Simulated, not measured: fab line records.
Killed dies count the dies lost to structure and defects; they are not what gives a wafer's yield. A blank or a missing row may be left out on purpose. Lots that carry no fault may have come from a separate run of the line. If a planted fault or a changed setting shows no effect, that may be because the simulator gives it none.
The tool behind it: which one? / flow n5 finfet / at 1 step of a route of 1938, 12 lots with 36 wafers sampled

WHAT THE GAUGES SHOWED, per wafer
N5_BEOL_M15_CD_MEAS_17: the cd target is 360 nm. Usual: cd nm 361.6 nm, standard deviation 1.9.
lot=L213; measured=day 11 08:57; on=cd sem-02; cd nm (nm)=361.4 364.1 361.6; flag=
lot=L214; measured=day 11 20:59; on=cd sem-01; cd nm (nm)=362.0 359.4 361.4; flag=
lot=L218; measured=day 12 12:50; on=cd sem-01; cd nm (nm)=363.7 363.0 362.3; flag=
lot=L219; measured=day 12 19:24; on=cd sem-03; cd nm (nm)=365.1 361.9 363.3; flag=
lot=L221; measured=day 13 07:16; on=cd sem-03; cd nm (nm)=359.1 364.7 359.6; flag=
lot=L223; measured=day 13 22:23; on=cd sem-02; cd nm (nm)=359.8 360.8 362.1; flag=
lot=L222; measured=day 13 23:28; on=cd sem-01; cd nm (nm)=361.5 360.5 361.9; flag=
lot=L224; measured=day 14 11:25; on=cd sem-01; cd nm (nm)=363.7 362.0 363.8; flag=
lot=L227; measured=day 14 15:55; on=cd sem-02; cd nm (nm)=358.9 361.8 361.1; flag=
lot=L228; measured=day 15 07:44; on=cd sem-03; cd nm (nm)=359.9 359.8 360.7; flag=
lot=L235; measured=day 16 20:50; on=cd sem-02; cd nm (nm)=360.2 361.4 362.8; flag=
lot=L236; measured=day 17 17:35; on=cd sem-03; cd nm (nm)=362.0 359.7 362.3; flag=

WHICH TOOL RAN EACH LOT (tool, then ch and the chambers of the sampled wafers, then the start)
The record holds no process step before these readings.

WHAT THE TOOLS THEMSELVES READ (means of the sampled wafers that have a number; where no wafer has one, the mark that the record gives instead)
The record holds no such reading with a usual standard deviation.

THE ANSWER, worked out from the rows above alone
Rule: a lot is off if the mean of its wafers that have a number lies more than 3 standard deviations from the usual mean. A lot without any number at a reading at which 4 lots or more have one is off too. The other lots that the step has rows for count as sound. After the gauges, taken in route order, come the tools' own readings; for these a lot's mean is taken, as printed above. At the first step where some lot is off, the reading lying furthest off is the one used; lots without a number count as furthest.
No lot is off at any reading shown: from this, nothing can be told.

WHAT HAD BEEN PUT IN BY THE SIMULATOR
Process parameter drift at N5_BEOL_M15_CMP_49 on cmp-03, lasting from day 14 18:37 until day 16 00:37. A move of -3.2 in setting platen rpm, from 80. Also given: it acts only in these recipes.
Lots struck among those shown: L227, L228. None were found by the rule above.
